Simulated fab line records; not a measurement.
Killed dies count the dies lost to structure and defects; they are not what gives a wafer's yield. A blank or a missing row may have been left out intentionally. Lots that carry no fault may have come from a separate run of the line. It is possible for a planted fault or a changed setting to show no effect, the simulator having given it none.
Chamber matching | flow nand-harc | NHARC_P_M0_CMP_23 on cmp-03: 4 sister chambers
The step polishes, t overpolish 20 s, target thk 117.54 nm. 8 wafers are shown with their chamber, then 6 later ones without.

== WAFERS, EACH WITH ITS CHAMBER ==
wafer  | chamber | motor-current-A (A) | time-to-endpoint-s (s)
L491.1 | 1       | 12.9                | 32.1
L493.3 | 2       | 12.3                | 31.9
L493.6 | 0       | 13.0                | 34.0
L497.2 | 1       | 12.5                | 30.1
L498.1 | 2       | 11.5                | 25.9
L498.2 | 0       | 13.5                | 29.6
L500.3 | 3       | 12.1                | 28.7
L500.5 | 3       | 13.0                | 30.4

== WAFERS MISSING THEIR CHAMBER ==
wafer  | motor-current-A (A) | time-to-endpoint-s (s)
L500.6 | 12.9                | 26.0
L502.1 | 12.7                | 33.4
L502.5 | 11.9                | 29.2
L502.6 | 12.6                | 33.6
L506.3 | 13.9                | 30.5
L506.5 | 12.2                | 33.9

== WHICH CHAMBER EACH ONE RAN IN ==
wafer  | from the rows above               | in truth
L500.6 | can't be placed: 3 or 1 or 0 or 2 | 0
L502.1 | can't be placed: 1 or 0 or 3 or 2 | 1
L502.5 | can't be placed: 2 or 3 or 1      | 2
L502.6 | can't be placed: 1 or 3 or 0 or 2 | 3
L506.3 | can't be placed: 0 or 1 or 3      | 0
L506.5 | can't be placed: 1 or 3 or 2 or 0 | 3
0 of 6 placed correctly. Can't be placed from these rows: 6 (the true chamber is among the candidates in 6). Placed wrongly: 0.
How it was worked out, from the rows above alone: a wafer's distance from a chamber is the root of the sum, over the readings, of the square of ((its reading less the chamber's mean) divided by the reading's scatter). If the next closest chamber is less than 2 further off than the closest, the wafer can't be placed; otherwise it belongs to the closest. A chamber's mean is the mean of its shown wafers. The scatter is the square root of a quotient: the sum, over the shown wafers, of each reading's squared deviation from its chamber's mean, divided by wafers minus chambers.
